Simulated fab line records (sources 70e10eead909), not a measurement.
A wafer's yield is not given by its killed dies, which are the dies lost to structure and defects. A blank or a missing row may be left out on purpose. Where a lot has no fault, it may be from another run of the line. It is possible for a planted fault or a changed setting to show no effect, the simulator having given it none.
Matching of chambers ; flow nand_harc ; 4 sister chambers for NHARC_P_GATE_DESCUM_61 on rie_diel-04
The step chemistry O2, time 3 s. 24 wafers are shown with their chamber, then 12 later ones without.

WAFERS WITH THEIR CHAMBER
wafer;chamber;showerhead_plenum_p_Torr (Torr);drypump_motor_current_A (A);oes_product_au (a.u.)
L074.3;2;1.91;5.8;1.000
L074.4;0;1.93;5.6;0.999
L074.5;0;1.93;5.6;0.994
L075.1;0;1.93;5.6;1.009
L075.4;1;1.93;4.9;0.990
L075.5;1;1.94;4.9;0.994
L078.3;2;1.91;5.9;1.005
L078.4;1;1.93;4.9;0.998
L078.6;2;1.91;5.9;1.007
L080.3;3;1.84;5.2;1.013
L080.4;1;1.93;5.0;0.991
L080.5;3;1.84;5.3;1.004
L081.4;1;1.93;4.9;1.001
L081.5;1;1.93;4.9;1.008
L081.6;2;1.91;5.8;1.012
L083.2;0;1.92;5.6;0.986
L083.3;2;1.91;5.9;1.007
L083.5;0;1.92;5.6;0.970
L085.1;2;1.90;5.8;1.016
L085.2;3;1.84;5.2;1.007
L085.4;1;1.93;5.0;1.006
L084.2;0;1.92;5.6;0.989
L084.3;1;1.93;4.9;1.006
L084.6;1;1.93;4.9;1.010

SIGNATURES (means of the wafers above)
reading;chamber 0;chamber 1;chamber 2;chamber 3;scatter within a chamber
showerhead_plenum_p_Torr;1.9250;1.9311;1.9083;1.8400;0.00401
drypump_motor_current_A;5.600;4.922;5.850;5.233;0.0431
oes_product_au;0.99117;1.00044;1.00783;1.00800;0.00872
Rule: a wafer's distance from a chamber is the root of the sum, over the readings, of the square of ((its reading less the chamber's mean) divided by the reading's scatter). If the next closest chamber is less than 2 further off than the closest, the wafer can't be placed; otherwise it belongs to the closest. The scatter: the root of (the sum of the squares of (reading less its chamber's mean) over the shown wafers, divided by (wafers less chambers)).

WAFERS WITH NO CHAMBER GIVEN
wafer;showerhead_plenum_p_Torr (Torr);drypump_motor_current_A (A);oes_product_au (a.u.)
L084.1;1.91;5.8;1.017
L084.4;1.84;5.2;1.015
L084.5;1.92;5.6;0.994
L087.2;1.84;5.2;1.012
L087.4;1.90;5.8;1.010
L087.5;1.84;5.3;1.009
L091.2;1.84;5.3;0.990
L091.3;1.92;4.9;1.008
L091.4;1.92;5.6;0.986
L092.3;1.92;5.6;0.999
L092.4;1.92;4.9;1.017
L092.6;1.83;5.2;0.994

EACH ONE'S CHAMBER
wafer;from the rows above;in truth
L084.1;2;2
L084.4;3;3
L084.5;0;0
L087.2;3;3
L087.4;2;2
L087.5;3;3
L091.2;3;3
L091.3;1;1
L091.4;0;0
L092.3;0;0
L092.4;1;1
L092.6;3;3
Correctly placed: 12 of 12. Not placeable from these rows: 0. Placed wrongly: 0.
